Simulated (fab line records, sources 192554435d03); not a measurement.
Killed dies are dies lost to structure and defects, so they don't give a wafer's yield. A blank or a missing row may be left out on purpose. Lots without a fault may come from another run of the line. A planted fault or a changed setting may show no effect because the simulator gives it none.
fab line records | flow n5_finfet
record lots=21 wafers=63 last_day=17
route steps=1938 shown BEOL_M12@1653 BEOL_M13@1672 BEOL_M14@1716
lots that met no fault: from a run of the same line without faults
start_h: hours from the record's first day to the start of the lot's first wafer shown | wait_h: hours since the lot's step before | " the same as in the row above | L1.1+2: a row that stands for several wafers | - no value, or no start given | * or withheld: withheld | < > ~ a bound
route shown NAME@n: a module of which the file shows steps, and the number in the route of the first | usual: mean/standard deviation of fault-free wafers | same: alike in all rows | chamber/n: place in a boat | sites: the reading at each site | _std_site: their standard deviation | _edge_site: outer sites' mean less inner sites' | radius_mm: how far each site lies from the wafer's centre | mask NAME#n: copy n | behind: the tool/chamber that last shaped the wafer | hold: why the lot was held/for how many hours/how that ended | device: the transistor (n, p or np) that didn't switch | end of line: the same wafers' tests at the end of the route | a step without rows: its recipe alone | killed: dies lost to structure and defects at the first sort, not the wafer's yield | map: a wafer's dies, x killed, . not, _ none there
set.NAME: the setting as run; set.NAME@STEP: as run at that earlier step | model.NAME: the simulator's own value behind a step, which no gauge read
steps of the route over a sample of lots; a table a step, a row a wafer
services: from which hour (start_h, from the record's first day; less than 0 if before it) a tool's chamber was out of use, for how many hours, and why
## steps
# step N5_BEOL_M12_CMP_49
# recipe stop_on=SiOC t_overpolish_s=20.6 down_force_psi=1 platen_rpm=50 clearing_platen_down_force_psi=1.5 clearing_platen_rpm=50 post_cmp_clean=cu_alkaline target_thk_nm=320 clearing_platen_pad_velocity_m_s=0.99484 pad_velocity_m_s=0.99484
# usual barrier_field_endpoint_s=30.4/1.2 motor_current_A=6.3/0.66 overpolish_run_s=20.600/0.0083 slurry_filter_dp_kPa=13.51/0.14
# columns lot.wafer tool chamber start_h wait_h barrier_field_endpoint_s motor_current_A overpolish_run_s slurry_filter_dp_kPa
L075.4 cmp-02 0 238.60 0.2 32.0 5.2 20.604 13.44
L075.6 " 2 " " 33.0 6.0 20.590 13.59
L075.5 " 3 " " 32.3 5.0 20.615 13.59
L074.3 cmp-03 2 242.63 0.2 29.6 6.8 20.595 13.45
L074.2 " 3 " " 30.5 6.5 20.596 13.50
L074.4 " 0 " " 31.3 6.5 20.580 13.70
L076.2 cmp-03 2 248.94 0.2 30.4 6.7 20.610 13.43
L076.3 " 3 " " 31.3 6.8 20.588 13.32
L076.6 " 3 " " 31.0 6.9 20.598 13.54
L078.3 cmp-04 1 251.79 0.2 32.5 5.0 20.609 13.67
L078.4 " 2 " " 30.7 7.4 20.604 13.81
L078.2 " 3 " " 29.6 6.9 20.600 13.58
L077.3 cmp-03 0 254.82 0.2 32.0 6.6 20.588 13.45
L077.5 " 0 " " 31.7 6.4 20.583 13.52
L077.6 " 1 " " 29.8 6.0 20.603 13.59
L080.3 cmp-03 2 260.89 0.2 29.6 6.6 20.602 13.37
L080.1 " 3 " " 30.6 6.9 20.608 13.49
L080.4 " 0 " " 31.1 6.9 20.597 13.41
L081.1 cmp-02 2 263.97 0.3 32.8 5.9 20.601 13.46
L081.3 " 3 " " 31.9 5.0 20.605 13.52
L081.6 " 2 " " 32.9 6.1 20.605 13.78
L083.4 cmp-03 3 282.11 0.2 30.9 7.0 20.591 13.48
L083.1 " 2 " " 30.3 6.7 20.592 13.49
L083.5 " 3 " " 31.8 7.1 20.603 13.57
L082.3 cmp-03 3 283.51 0.2 30.7 7.2 20.604 13.44
L082.1 " 0 " " 30.8 6.7 20.610 13.53
L082.4 " 1 " " 30.2 6.3 20.604 13.48
L084.3 cmp-04 2 283.89 0.2 29.3 7.1 20.608 13.33
L084.2 " 1 " " 31.6 5.2 20.594 13.04
L084.6 " 2 " " 30.8 6.9 20.603 13.55
L085.2 cmp-03 2 288.34 0.3 30.3 6.8 20.608 13.54
L085.4 " 3 " " 30.7 6.7 20.603 13.60
L085.5 " 0 " " 31.3 6.6 20.605 13.74
L086.3 cmp-02 2 293.19 0.2 32.2 6.1 20.615 13.33
L086.2 " 1 " " 31.2 6.8 20.604 13.80
L086.6 " 2 " " 32.2 6.0 20.593 13.42
L089.3 cmp-02 2 311.15 0.2 31.4 5.8 20.609 13.72
L089.1 " 3 " " 31.0 5.2 20.595 13.75
L089.2 " 1 " " 30.8 6.7 20.596 13.51
L087.3 cmp-04 1 314.69 0.4 31.2 5.3 20.592 13.59
L087.6 " 3 " " 29.3 7.3 20.608 13.62
L087.5 " 0 " " 30.8 6.2 20.597 13.46
L090.3 cmp-03 3 331.98 0.2 32.0 7.0 20.602 13.40
L090.1 " 1 " " 29.2 6.1 20.590 13.58
L090.5 " 3 " " 31.2 6.8 20.601 13.33
L091.2 cmp-03 2 332.56 0.2 28.5 6.8 20.608 13.82
L091.6 " 1 " " 28.6 6.0 20.611 13.39
L091.5 " 2 " " 29.1 6.5 20.591 13.54
L093.2 cmp-04 1 342.31 0.2 30.9 5.2 20.593 13.52
L093.3 " 2 " " 29.4 6.9 20.589 13.53
L093.4 " 3 " " 29.6 6.8 20.600 13.44
L095.2 cmp-02 2 350.31 0.3 31.1 6.1 20.583 13.34
L095.6 " 3 " " 31.5 4.7 20.611 13.88
L095.5 " 0 " " 29.6 5.3 20.591 13.67
L094.4 cmp-03 2 352.92 0.2 29.6 6.5 20.606 13.74
L094.3 " 3 " " 30.4 7.0 20.604 13.51
L094.6 " 2 " " 29.7 6.6 20.598 13.35
L096.4 cmp-03 2 361.99 0.1 28.0 6.8 20.604 13.26
L096.6 " 2 " " 28.6 6.6 20.606 13.64
L096.5 " 3 " " 29.4 6.6 20.610 13.61
L097.4 cmp-04 2 379.38 0.1 28.6 7.3 20.599 13.43
L097.2 " 3 " " 29.0 6.9 20.586 13.47
L097.6 " 3 " " 28.4 7.2 20.595 13.42
# step N5_BEOL_M13_DESCUM_15
# recipe chemistry=O2 time_s=7.9 source_power_w=50 bias_power_w=20 pressure_mtorr=20 rf_frequency_hz=2.712e+07 temp_c=40 o2_flow_sccm=225
# usual drypump_motor_current_A=5.5/0.55 oes_product_au=0.81/0.089 rf_fwd_power_W=49.33/0.27 rf_vpp_V=242.9/1.8 showerhead_plenum_p_Torr=2.08/0.09 throttle_valve_pct=20.47/0.22
# columns lot.wafer tool chamber start_h wait_h drypump_motor_current_A oes_product_au rf_fwd_power_W rf_hours_counter_h rf_vpp_V showerhead_plenum_p_Torr throttle_valve_pct
L075.4 rie_diel-02 2 239.63 0.0 5.6 0.82 49.55 93 241.2 2.02 20.45
L075.5 " 3 " " 6.0 0.94 49.40 - 242.5 2.13 20.07
L075.6 " 2 " " 5.7 0.82 49.62 - 241.8 2.02 20.46
L074.2 rie_diel-03 3 243.77 0.0 6.4 0.68 49.51 258 239.7 1.97 20.61
L074.3 " 2 " " 5.3 0.84 49.15 69 242.3 2.04 20.60
L074.4 " 3 " " 6.5 0.68 49.76 - 240.9 1.97 20.61
L076.2 rie_diel-02 3 249.96 0.0 6.0 0.92 49.16 22 243.7 2.13 20.07
L076.3 " 0 " " 5.7 0.73 48.94 161 242.9 1.93 20.78
L076.6 " 3 " " 6.0 0.93 49.32 - 243.7 2.13 20.08
L078.2 rie_diel-06 0 252.94 0.0 6.2 0.70 49.35 241 242.3 1.96 20.82
L078.3 " 1 " " 5.4 0.76 49.18 119 245.5 2.18 20.21
L078.4 " 0 " " 6.2 0.69 49.32 - 240.0 1.96 20.80
L077.3 rie_diel-06 3 256.31 0.1 4.7 0.82 49.09 117 243.5 2.10 20.46
L077.5 " 0 " " 6.3 0.70 49.25 - 240.6 1.96 20.81
L077.6 " 1 " " 5.4 0.76 49.28 - 244.1 2.18 20.21
L080.1 rie_diel-06 0 262.32 0.3 6.2 0.70 49.49 244 241.3 1.96 20.82
L080.3 " 1 " " 5.4 0.77 49.41 123 246.1 2.17 20.21
L080.4 " 1 " " 5.3 0.78 49.31 - 244.2 2.18 20.22
L081.1 rie_diel-06 1 265.13 0.0 5.4 0.76 49.44 124 245.3 2.17 20.23
L081.3 " 0 " " 6.2 0.69 49.31 246 241.2 1.96 20.82
L081.6 " 0 " " 6.2 0.69 49.29 - 241.3 1.96 20.82
L083.1 rie_diel-02 1 283.26 0.0 5.4 0.94 49.74 7 243.5 2.06 20.52
L083.4 " 2 " " 5.7 0.81 49.37 - 241.4 2.02 20.49
L083.5 " 1 " " 5.4 0.94 49.63 - 244.1 2.06 20.51
L082.1 rie_diel-06 0 284.62 0.0 6.2 0.69 49.20 255 240.2 1.96 20.83
L082.3 " 1 " " 5.4 0.76 49.67 133 244.7 2.17 20.23
L082.4 " 1 " " 5.4 0.76 49.25 - 245.1 2.17 20.25
L084.2 rie_diel-06 3 285.04 0.0 4.7 0.80 49.04 126 243.3 2.10 20.49
L084.3 " 0 " " 6.3 0.68 49.42 255 239.3 1.96 20.84
L084.6 " 3 " " 4.8 0.80 49.30 - 243.9 2.10 20.49
L085.2 rie_diel-02 1 289.35 0.0 5.5 0.93 49.61 9 241.3 2.06 20.54
L085.4 " 0 " " 5.7 0.72 48.71 176 240.2 1.93 20.80
L085.5 " 0 " " 5.7 0.72 48.80 - 239.1 1.93 20.78
L086.2 rie_diel-02 3 294.22 0.0 6.0 0.91 49.47 33 243.3 2.12 20.09
L086.3 " 1 " " 5.5 0.92 49.42 11 241.8 2.06 20.52
L086.6 " 2 " " 5.6 0.80 49.55 - 241.1 2.02 20.48
L089.1 rie_diel-03 2 312.32 0.0 5.3 0.82 49.04 95 242.0 2.03 20.64
L089.2 " 0 " " 6.0 0.67 49.92 228 245.1 2.17 20.45
L089.3 " 3 " " 6.5 0.96 49.78 13 245.3 2.23 20.20
L087.3 rie_diel-02 3 315.78 0.0 6.0 0.89 49.54 35 243.9 2.12 20.11
L087.5 " 0 " " 5.7 0.71 49.05 - 241.1 1.92 20.80
L087.6 " 3 " " 6.0 0.89 49.28 - 243.7 2.12 20.08
L090.1 rie_diel-03 3 333.09 0.0 6.5 0.94 49.76 19 245.0 2.23 20.22
L090.3 " 1 " " 5.0 0.82 49.72 84 244.7 2.20 20.21
L090.5 " 0 " " 6.0 0.66 49.77 - 245.5 2.17 20.45
L091.2 rie_diel-06 1 333.76 0.1 5.4 0.74 49.50 146 243.5 2.17 20.27
L091.5 " 3 " " 4.8 0.79 48.86 - 242.9 2.09 20.51
L091.6 " 0 " " 6.3 0.96 49.60 - 245.4 2.22 20.45
L093.2 rie_diel-06 0 343.33 0.0 6.2 0.95 49.40 13 245.4 2.22 20.47
L093.3 " 2 " " 4.8 0.91 49.40 22 241.6 2.05 20.35
L093.4 " 1 " " 5.4 0.75 49.45 149 244.8 2.17 20.26
L095.2 rie_diel-02 2 351.25 0.0 5.7 0.79 49.61 132 243.0 2.01 20.51
L095.5 " 2 " " 5.6 0.79 49.42 - 241.8 2.01 20.52
L095.6 " 0 " " 5.7 0.70 48.89 - 239.8 1.92 20.83
L094.3 rie_diel-02 2 354.33 0.3 5.6 0.78 49.61 133 240.0 2.01 20.51
L094.4 " 0 " " 5.7 0.69 48.76 - 239.3 1.92 20.82
L094.6 " 2 " " 5.6 0.78 49.56 - 240.1 2.01 20.53
L096.4 rie_diel-06 3 363.19 0.1 4.7 0.78 49.01 145 244.4 2.09 20.51
L096.5 " 2 " " 4.7 0.91 49.53 - 242.2 2.05 20.35
L096.6 " 3 " " 4.8 0.78 49.07 - 243.4 2.09 20.52
L097.2 rie_diel-06 1 380.53 0.0 5.4 0.74 49.42 161 243.6 2.16 20.26
L097.4 " 2 " " 4.7 0.89 49.45 33 242.2 2.05 20.37
L097.6 " 3 " " 4.7 0.78 49.09 - 243.7 2.09 20.52
# step N5_BEOL_M13_VIA_ETCH_16
# recipe chemistry=C4F8/O2/Ar target=SiOC pressure_mtorr=30 source_w=3000 bias_w=700 Ar_flow_sccm=400 C4F8_flow_sccm=15 O2_flow_sccm=8 he_inner_torr=15 he_outer_torr=30 target_depth_a=9217 time_s=withheld ion_energy_ev=250 ends=cleared
# usual drypump_motor_current_A=5.5/0.55 oes_product_au=0.73/0.081 rf_fwd_power_W=2992/9.3 rf_vpp_V=665/4.1 showerhead_plenum_p_Torr=3.40/0.15 throttle_valve_pct=24.27/0.21
# columns lot.wafer tool chamber start_h wait_h drypump_motor_current_A oes_product_au rf_fwd_power_W rf_vpp_V showerhead_plenum_p_Torr throttle_valve_pct
L075.4 rie_diel-02 2 239.72 0.0 5.7 0.73 3005 663 3.31 24.20
L075.5 " 3 " " 6.0 0.86 2993 666 3.54 24.16
L075.6 " 2 " " 5.6 0.74 2998 661 3.31 24.19
L074.2 rie_diel-03 3 243.86 0.0 6.4 0.61 2991 659 3.20 24.08
L074.3 " 2 " " 5.3 0.74 2985 662 3.33 24.31
L074.4 " 3 " " 6.4 0.61 3002 661 3.20 24.07
L076.2 rie_diel-02 3 250.05 0.0 6.0 0.84 2995 667 3.54 24.19
L076.3 " 0 " " 5.7 0.65 2992 659 3.18 24.59
L076.6 " 3 " " 6.0 0.85 2988 670 3.54 24.20
L078.2 rie_diel-06 0 253.02 0.0 6.2 0.62 2988 660 3.23 24.62
L078.3 " 1 " " 5.4 0.70 2997 669 3.59 24.17
L078.4 " 0 " " 6.2 0.62 3003 661 3.23 24.63
L077.3 rie_diel-06 3 256.40 0.0 4.7 0.74 2980 666 3.39 24.06
L077.5 " 0 " " 6.3 0.62 2985 662 3.23 24.65
L077.6 " 1 " " 5.4 0.70 2993 670 3.59 24.17
L080.1 rie_diel-06 0 262.40 0.0 6.2 0.62 2991 658 3.23 24.63
L080.3 " 1 " " 5.4 0.70 3003 670 3.59 24.18
L080.4 " 1 " " 5.4 0.69 2989 669 3.59 24.18
L081.1 rie_diel-06 1 265.21 0.0 5.4 0.70 2992 670 3.59 24.18
L081.3 " 0 " " 6.2 0.63 3009 659 3.23 24.64
L081.6 " 0 " " 6.2 0.63 2997 659 3.23 24.63
L083.1 rie_diel-02 1 283.35 0.0 5.4 0.85 2995 663 3.37 24.33
L083.4 " 2 " " 5.7 0.73 2978 663 3.30 24.23
L083.5 " 1 " " 5.5 0.85 2996 664 3.37 24.34
L082.1 rie_diel-06 0 284.71 0.0 6.2 0.61 2988 660 3.23 24.62
L082.3 " 1 " " 5.4 0.69 2997 668 3.58 24.21
L082.4 " 1 " " 5.4 0.69 2993 670 3.58 24.19
L084.2 rie_diel-06 3 285.13 0.0 4.8 0.71 2985 664 3.38 24.07
L084.3 " 0 " " 6.2 0.61 2997 662 3.22 24.66
L084.6 " 3 " " 4.8 0.73 2989 665 3.38 24.08
L085.2 rie_diel-02 1 289.43 0.0 5.4 0.84 3001 664 3.37 24.33
L085.4 " 0 " " 5.8 0.65 2995 657 3.17 24.60
L085.5 " 0 " " 5.7 0.65 2989 659 3.17 24.61
L086.2 rie_diel-02 3 294.31 0.0 6.0 0.83 2986 668 3.53 24.19
L086.3 " 1 " " 5.5 0.83 3013 664 3.37 24.34
L086.6 " 2 " " 5.6 0.72 3001 663 3.30 24.22
L089.1 rie_diel-03 2 312.41 0.0 5.3 0.72 2991 662 3.31 24.35
L089.2 " 0 " " 5.9 0.61 2986 667 3.52 24.12
L089.3 " 3 " " 6.5 0.86 3004 671 3.59 23.73
L087.3 rie_diel-02 3 315.86 0.0 6.0 0.81 2999 668 3.53 24.20
L087.5 " 0 " " 5.7 0.64 2982 658 3.16 24.63
L087.6 " 3 " " 6.0 0.82 2998 668 3.53 24.21
L090.1 rie_diel-03 3 333.18 0.0 6.5 0.85 2983 671 3.58 23.74
L090.3 " 1 " " 5.0 0.73 2985 670 3.59 24.02
L090.5 " 0 " " 5.9 0.59 2993 666 3.52 24.12
L091.2 rie_diel-06 1 333.84 0.0 5.4 0.68 2996 670 3.58 24.22
L091.5 " 3 " " 4.8 0.71 2995 667 3.38 24.08
L091.6 " 0 " " 6.2 0.86 2979 672 3.62 24.34
L093.2 rie_diel-06 0 343.42 0.0 6.3 0.85 2982 671 3.62 24.33
L093.3 " 2 " " 4.7 0.83 2998 663 3.37 24.27
L093.4 " 1 " " 5.4 0.68 2976 670 3.57 24.22
L095.2 rie_diel-02 2 351.34 0.0 5.7 0.72 2994 662 3.29 24.25
L095.5 " 2 " " 5.7 0.71 2990 661 3.29 24.24
L095.6 " 0 " " 5.7 0.64 2988 659 3.16 24.62
L094.3 rie_diel-02 2 354.42 0.0 5.7 0.71 2991 663 3.29 24.24
L094.4 " 0 " " 5.7 0.63 2991 658 3.16 24.63
L094.6 " 2 " " 5.6 0.71 3019 662 3.29 24.24
L096.4 rie_diel-06 3 363.27 0.0 4.7 0.70 2995 666 3.37 24.09
L096.5 " 2 " " 4.8 0.83 2987 664 3.37 24.27
L096.6 " 3 " " 4.7 0.70 3000 664 3.37 24.11
L097.2 rie_diel-06 1 380.62 0.0 5.4 0.67 2984 670 3.57 24.21
L097.4 " 2 " " 4.7 0.81 2974 664 3.37 24.28
L097.6 " 3 " " 4.7 0.70 2975 665 3.37 24.11
# step N5_BEOL_M14_ILD_DEP_00
# recipe material=SiO2 target_thk_a=11193 temp_c=400 precursor=TEOS/O2 pressure_torr=6.5 rf_w=900 teos_flow_sccm=161.4 gas=O2 flow_sccm=2650 time_s=237.4
# usual heater_power_w=538/93 rf_fwd_power_W=898.0/2.8 showerhead_plenum_p_Torr=8.340/0.027 throttle_valve_pct=19.1/0.68
# columns lot.wafer tool chamber start_h wait_h heater_power_w rf_fwd_power_W showerhead_plenum_p_Torr throttle_valve_pct
L075.4 pecvd-04 0 245.01 0.1 475 895.7 8.313 19.2
L075.5 " 0 " " 354 897.5 8.317 19.4
L075.6 " 2 " " 555 896.3 8.332 19.2
L074.2 pecvd-01 0 247.30 0.0 530 895.9 8.354 19.9
L074.3 " 1 " " 656 904.2 8.363 19.6
L074.4 " 0 " " 401 897.7 8.387 20.1
L076.2 pecvd-04 1 255.33 0.0 678 900.6 8.379 18.7
L076.3 " 0 " " 458 899.5 8.341 19.2
L076.6 " 0 " " 502 900.1 8.323 19.2
L078.2 pecvd-01 0 257.96 0.0 507 898.6 8.341 19.7
L078.3 " 1 " " 683 894.7 8.346 19.3
L078.4 " 1 " " 534 898.8 8.367 19.3
L077.3 pecvd-04 2 261.58 0.0 473 896.3 8.307 19.4
L077.5 " 1 " " 529 894.6 8.367 18.5
L077.6 " 0 " " 469 902.1 8.318 19.3
L080.1 pecvd-02 0 265.67 0.0 655 899.3 8.377 19.3
L080.3 " 2 " " 499 889.9 8.297 17.4
L080.4 " 1 " " 586 895.9 8.294 18.9
L081.1 pecvd-02 1 273.80 0.0 635 900.9 8.293 18.9
L081.3 " 2 " " 575 895.9 8.287 17.0
L081.6 " 2 " " 447 895.9 8.310 17.1
L083.1 pecvd-04 1 287.61 0.0 666 896.4 8.372 18.7
L083.4 " 1 " " 539 893.6 8.383 18.7
L083.5 " 0 " " 361 895.9 8.308 19.5
L082.1 pecvd-02 0 289.27 0.0 724 897.7 8.356 19.3
L082.3 " 2 " " 516 897.5 8.301 17.4
L082.4 " 0 " " 576 897.8 8.382 19.5
L084.2 pecvd-04 1 289.45 0.0 686 898.2 8.364 18.6
L084.3 " 2 " " 582 894.9 8.314 19.5
L084.6 " 0 " " 378 897.0 8.323 19.2
L085.2 pecvd-04 1 293.24 0.0 590 898.3 8.361 18.7
L085.4 " 1 " " 649 899.4 8.352 18.4
L085.5 " 2 " " 453 892.0 8.317 19.2
L086.2 pecvd-01 2 299.84 0.0 552 898.5 8.332 18.3
L086.3 " 0 " " 528 898.9 8.359 19.7
L086.6 " 0 " " 396 897.4 8.372 19.8
L089.1 pecvd-04 2 316.30 0.0 572 897.4 8.301 19.9
L089.2 " 1 " " 588 894.2 8.385 18.5
L089.3 " 0 " " 449 893.3 8.326 19.2
L087.3 pecvd-04 0 319.13 0.0 429 896.4 8.327 19.2
L087.5 " 0 " " 465 900.8 8.301 19.4
L087.6 " 2 " " 465 898.7 8.283 19.3
L090.1 pecvd-04 0 337.10 0.0 462 899.7 8.325 19.4
L090.3 " 1 " " 677 895.7 8.362 18.5
L090.5 " 0 " " 361 892.9 8.339 19.2
L091.2 pecvd-01 2 338.47 0.0 520 901.5 8.337 18.5
L091.5 " 2 " " 401 902.3 8.371 18.7
L091.6 " 1 " " 517 900.2 8.360 19.6
L093.2 pecvd-01 2 347.52 0.0 540 898.7 8.347 18.5
L093.3 " 1 " " 666 900.2 8.353 19.6
L093.4 " 0 " " 403 898.8 8.370 20.2
L095.2 pecvd-01 0 359.89 0.0 484 893.8 8.359 19.8
L095.5 " 0 " " 514 897.5 8.351 19.9
L095.6 " 1 " " 688 896.7 8.351 19.4
L094.3 pecvd-01 2 360.67 0.0 450 896.5 8.356 18.7
L094.4 " 1 " " 653 899.7 8.363 19.7
L094.6 " 2 " " 509 897.6 8.355 18.6
L096.4 pecvd-01 0 367.86 0.1 396 901.2 8.370 19.9
L096.5 " 1 " " 630 900.1 8.350 19.3
L096.6 " 2 " " 532 897.8 8.358 18.6
L097.2 pecvd-02 0 384.36 0.0 584 897.4 8.366 19.9
L097.4 " 1 " " 569 901.4 8.311 18.8
L097.6 " 0 " " 667 897.3 8.369 19.7
# step N5_BEOL_M14_ETCH_38
# recipe chemistry=CF4/N2 target=SiCN target_depth_a=1065 taper_deg=2 time_s=120.6 ion_energy_ev=150 mask_material=SiO2 pressure_mtorr=40 source_w=430 bias_w=70 Ar_flow_sccm=100 cf4_flow_sccm=60 n2_flow_sccm=60
# usual drypump_motor_current_A=5.7/0.5 oes_product_au=0.79/0.07 rf_fwd_power_W=428.7/1.2 rf_vpp_V=381.6/1.4 showerhead_plenum_p_Torr=2.18/0.05 throttle_valve_pct=15.53/0.21
# columns lot.wafer tool chamber start_h wait_h drypump_motor_current_A oes_product_au rf_fwd_power_W rf_hours_counter_h rf_vpp_V showerhead_plenum_p_Torr throttle_valve_pct
L075.4 rie_diel-05 1 - - 5.8 0.83 429.1 75 380.9 2.13 15.36
L075.5 " 1 " " 5.8 0.82 427.6 - 381.2 2.13 15.35
L075.6 " 0 " " 5.1 0.83 429.0 - 381.4 2.16 15.38
L074.2 rie_diel-01 0 - - 6.3 0.76 427.7 163 381.6 2.24 15.63
L074.3 " 3 " " 6.0 0.77 429.4 121 383.7 2.23 15.64
L074.4 " 2 " " 5.3 0.74 429.1 159 384.3 2.30 15.62
L076.2 rie_diel-05 3 - - 4.9 0.86 428.5 53 381.7 2.17 15.38
L076.3 " 0 " " 5.1 0.83 428.3 93 379.9 2.16 15.37
L076.6 " 2 " " 6.7 0.67 428.8 - 382.1 2.17 15.94
L078.2 rie_diel-05 1 - - 5.8 0.81 427.2 80 380.6 2.13 15.37
L078.3 " 3 " " 5.0 0.85 430.2 54 381.1 2.17 15.37
L078.4 " 2 " " 6.7 0.67 429.4 214 380.9 2.17 15.92
L077.3 rie_diel-04 0 - - 5.9 0.74 428.1 157 379.0 2.12 15.44
L077.5 " 0 " " 5.9 0.74 430.5 - 378.7 2.12 15.45
L077.6 " 3 " " 6.0 0.89 429.4 - 380.7 2.16 15.19
L080.1 rie_diel-04 2 - - 5.4 0.87 428.8 43 381.9 2.16 15.21
L080.3 " 3 " " 6.0 0.89 427.5 56 381.2 2.15 15.20
L080.4 " 1 " " 5.4 0.82 426.5 88 383.5 2.24 15.55
L081.1 rie_diel-01 2 - - 5.3 0.72 431.0 170 384.9 2.29 15.62
L081.3 " 3 " " 6.0 0.76 429.4 132 382.9 2.23 15.68
L081.6 " 2 " " 5.3 0.72 429.5 - 384.8 2.29 15.65
L083.1 rie_diel-05 1 - - 5.8 0.79 429.2 90 381.6 2.13 15.39
L083.4 " 3 " " 5.0 0.85 428.4 65 380.8 2.17 15.41
L083.5 " 0 " " 5.1 0.81 428.1 - 381.3 2.15 15.40
L082.1 rie_diel-04 2 - - 5.3 0.87 428.3 51 380.7 2.15 15.22
L082.3 " 3 " " 6.0 0.87 430.0 64 379.6 2.15 15.22
L082.4 " 0 " " 5.9 0.74 429.6 168 378.8 2.11 15.46
L084.2 rie_diel-05 2 - - 6.7 0.67 428.0 226 381.4 2.17 15.94
L084.3 " 0 " " 5.1 0.83 428.0 104 380.7 2.15 15.39
L084.6 " 0 " " 5.1 0.82 427.8 - 381.1 2.15 15.41
L085.2 rie_diel-04 0 - - 5.9 0.74 429.8 169 380.1 2.11 15.46
L085.4 " 2 " " 5.3 0.87 428.4 53 380.3 2.15 15.22
L085.5 " 2 " " 5.3 0.86 427.7 - 380.3 2.15 15.23
L086.2 rie_diel-04 0 - - 5.9 0.74 427.8 170 380.2 2.11 15.47
L086.3 " 3 " " 6.0 0.87 430.1 67 381.2 2.15 15.22
L086.6 " 3 " " 6.0 0.87 429.9 - 382.1 2.15 15.21
L089.1 rie_diel-05 0 - - 5.1 0.81 429.0 116 380.7 2.15 15.42
L089.2 " 3 " " 5.0 0.84 428.3 78 380.7 2.16 15.43
L089.3 " 1 " " 5.8 0.79 428.2 98 381.8 2.12 15.40
L087.3 rie_diel-01 0 - - 6.3 0.73 426.7 194 381.9 2.22 15.71
L087.5 " 3 " " 6.0 0.75 428.7 - 381.0 2.22 15.71
L087.6 " 0 " " 6.3 0.74 427.0 - 382.0 2.23 15.71
L090.1 rie_diel-01 0 - - 6.3 0.73 430.2 200 381.3 2.22 15.73
L090.3 " 3 " " 6.0 0.74 428.6 157 382.7 2.22 15.70
L090.5 " 3 " " 6.0 0.75 427.5 - 381.9 2.22 15.71
L091.2 rie_diel-01 2 - - 5.3 0.71 428.5 193 384.8 2.29 15.65
L091.5 " 3 " " 6.0 0.75 429.5 - 382.5 2.22 15.72
L091.6 " 0 " " 6.3 0.73 426.1 - 382.9 2.22 15.73
L093.2 rie_diel-01 2 - - 5.3 0.69 429.8 196 385.0 2.29 15.67
L093.3 " 1 " " 5.7 0.92 431.8 22 380.4 2.15 15.56
L093.4 " 0 " " 6.3 0.73 428.8 205 382.5 2.22 15.71
L095.2 rie_diel-05 1 - - 5.8 0.78 429.6 112 381.0 2.12 15.45
L095.5 " 2 " " 6.7 0.65 431.0 - 382.8 2.16 16.00
L095.6 " 3 " " 5.0 0.82 428.4 - 382.3 2.16 15.45
L094.3 rie_diel-01 2 - - 5.3 0.69 429.9 201 382.5 2.28 15.70
L094.4 " 0 " " 6.3 0.72 427.8 210 381.1 2.22 15.74
L094.6 " 0 " " 6.3 0.72 426.3 - 381.8 2.22 15.75
L096.4 rie_diel-05 0 - - 5.1 0.78 428.3 - 380.3 2.14 15.47
L096.5 " 1 " " 5.7 0.78 429.2 - 382.1 2.12 15.46
L096.6 " 3 " " 5.0 0.81 428.8 - 380.9 2.16 15.45
L097.2 rie_diel-04 1 - - 5.4 0.78 428.3 130 383.2 2.22 15.62
L097.4 " 3 " " 6.0 0.83 429.0 - 380.8 2.14 15.28
L097.6 " 2 " " 5.4 0.81 429.1 - 379.7 2.14 15.30
# step N5_BEOL_M14_DEGAS_41
# recipe ambient=vacuum temp_c=300 time_s=60
# usual heater_power_w=479/47
# columns lot.wafer tool chamber start_h wait_h heater_power_w
L075.4 pvd_sputter-03 - 249.69 1.0 480
L075.5 " - " " 556
L075.6 " - " " 510
L074.2 pvd_sputter-03 - 251.03 0.3 479
L074.3 " - " " 469
L074.4 " - " " 517
L076.2 pvd_sputter-02 - 259.80 0.3 402
L076.3 " - " " 492
L076.6 " - " " 406
L078.2 pvd_sputter-02 - 262.72 0.2 453
L078.3 " - " " 432
L078.4 " - " " 500
L077.3 pvd_sputter-01 - 265.14 0.2 502
L077.5 " - " " 504
L077.6 " - " " 555
L080.1 pvd_sputter-01 - 271.76 0.8 427
L080.3 " - " " 448
L080.4 " - " " 553
L081.1 pvd_sputter-02 - 277.91 0.7 455
L081.3 " - " " 417
L081.6 " - " " 487
L083.1 pvd_sputter-03 - 292.14 0.3 485
L083.4 " - " " 475
L083.5 " - " " 477
L082.1 pvd_sputter-02 - 292.55 0.1 404
L082.3 " - " " 440
L082.4 " - " " 455
L084.2 pvd_sputter-03 - 294.60 1.9 491
L084.3 " - " " 481
L084.6 " - " " 466
L085.2 pvd_sputter-02 - 298.21 0.2 475
L085.4 " - " " 425
L085.5 " - " " 479
L086.2 pvd_sputter-02 - 303.05 0.8 471
L086.3 " - " " 435
L086.6 " - " " 419
L089.1 pvd_sputter-01 - 323.15 0.5 551
L089.2 " - " " 428
L089.3 " - " " 506
L087.3 pvd_sputter-03 - 323.27 0.1 483
L087.5 " - " " 488
L087.6 " - " " 473
L090.1 pvd_sputter-02 - 340.99 0.2 408
L090.3 " - " " 453
L090.5 " - " " 449
L091.2 pvd_sputter-01 - 341.35 0.2 546
L091.5 " - " " 507
L091.6 " - " " 447
L093.2 pvd_sputter-02 - 352.04 0.3 419
L093.3 " - " " 451
L093.4 " - " " 426
L095.2 pvd_sputter-01 - 364.16 0.5 512
L095.5 " - " " 442
L095.6 " - " " 422
L094.3 pvd_sputter-03 - 365.93 0.3 558
L094.4 " - " " 474
L094.6 " - " " 561
L096.4 pvd_sputter-03 - 373.64 0.6 528
L096.5 " - " " 516
L096.6 " - " " 555
L097.2 pvd_sputter-03 - 388.12 0.5 487
L097.4 " - " " 525
L097.6 " - " " 469
## services
# columns tool chamber start_h hours kind
rie_diel-05 1 230.89 5.4 repair
rie_diel-04 2 242.38 12.5 repair
pecvd-04 1 244.42 4.1 repair
pecvd-01 - 264.89 5.5 pm
rie_diel-03 0 274.83 3.8 repair
rie_diel-06 3 276.39 6.5 repair
rie_diel-02 3 277.39 11.6 repair
rie_diel-06 3 289.56 18.8 repair
rie_diel-02 3 297.64 18.1 repair
rie_diel-05 2 298.44 8.7 repair
cmp-03 - 302.53 1.0 repair
rie_diel-02 1 303.65 4.8 repair
pecvd-01 0 309.70 7.9 repair
rie_diel-06 1 313.27 20.2 repair
rie_diel-01 2 319.59 4.7 repair
rie_diel-02 0 320.60 12.9 repair
pecvd-01 - 321.01 6.0 pm
rie_diel-05 3 327.61 10.9 repair
rie_diel-03 2 336.02 2.5 repair
rie_diel-01 - 342.20 0.2 repair
pecvd-01 - 352.23 1.2 repair
rie_diel-05 - 357.67 2.8 pm
rie_diel-02 2 380.92 7.2 repair
pecvd-04 1 386.35 3.7 repair
## key
fault none
